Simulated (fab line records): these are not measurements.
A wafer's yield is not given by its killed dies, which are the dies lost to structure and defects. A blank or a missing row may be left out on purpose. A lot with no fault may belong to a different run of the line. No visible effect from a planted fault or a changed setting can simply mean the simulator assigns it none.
Chamber matching    flow n5 finfet    4 sister chambers for N5_MOL_CONTACT_COAG_ETCH_110 on rie diel-06
The step etches Si in CF4/O2, target depth 2.5 nm, time 8 s. 16 wafers are shown with their chamber, then 8 later ones without.

WAFERS WITH THEIR CHAMBER
wafer   chamber  showerhead plenum p Torr (Torr)  drypump motor current A (A)  throttle valve pct (%)
L080.2  2        2.12                             6.3                          11.14
L080.3  0        2.31                             5.8                          10.85
L080.6  2        2.12                             6.3                          11.15
L082.2  1        2.21                             5.5                          11.07
L082.3  2        2.12                             6.3                          11.14
L082.5  1        2.21                             5.4                          11.05
L085.1  2        2.12                             6.3                          11.17
L085.2  1        2.21                             5.4                          11.07
L085.3  3        2.13                             5.2                          10.60
L086.3  2        2.11                             6.3                          11.18
L086.5  0        2.30                             5.8                          10.87
L086.6  1        2.21                             5.4                          11.09
L087.3  1        2.21                             5.4                          11.09
L087.4  3        2.13                             5.2                          10.61
L087.5  0        2.30                             5.8                          10.88
L091.2  3        2.13                             5.3                          10.65

SIGNATURES, as means of the wafers listed above
reading                   chamber 0  chamber 1  chamber 2  chamber 3  scatter within a chamber
showerhead plenum p Torr  2.3033     2.2100     2.1180     2.1300     0.0035
drypump motor current A   5.800      5.420      6.300      5.233      0.035
throttle valve pct        10.8667    11.0740    11.1560    10.6200    0.0189
Rule: a wafer's distance from a chamber is the root of the sum, over the readings, of the square of ((its reading less the chamber's mean) divided by the reading's scatter). If the next closest chamber is less than 2 further off than the closest, the wafer can't be placed; otherwise it belongs to the closest. The scatter is the square root of a quotient: the sum, over the shown wafers, of each reading's squared deviation from its chamber's mean, divided by wafers minus chambers.

WAFERS MISSING THEIR CHAMBER
wafer   showerhead plenum p Torr (Torr)  drypump motor current A (A)  throttle valve pct (%)
L091.3  2.30                             5.8                          10.92
L091.6  2.13                             5.2                          10.66
L093.1  2.30                             5.8                          10.92
L093.2  2.37                             6.3                          10.46
L093.5  2.37                             6.3                          10.46
L097.1  2.12                             5.2                          10.69
L097.4  2.37                             6.2                          10.46
L097.6  2.20                             5.4                          11.14

THE CHAMBER EACH PASSED THROUGH
wafer    from the rows above   in truth
L091.3   0                     0
L091.6   3                     3
L093.1   0                     0
L093.2   0                     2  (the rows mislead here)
L093.5   0                     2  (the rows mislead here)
L097.1   3                     3
L097.4   0                     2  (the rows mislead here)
L097.6   1                     1
Correctly placed: 5 of 8. Not placeable from these rows: 0. Wrongly placed: 3.
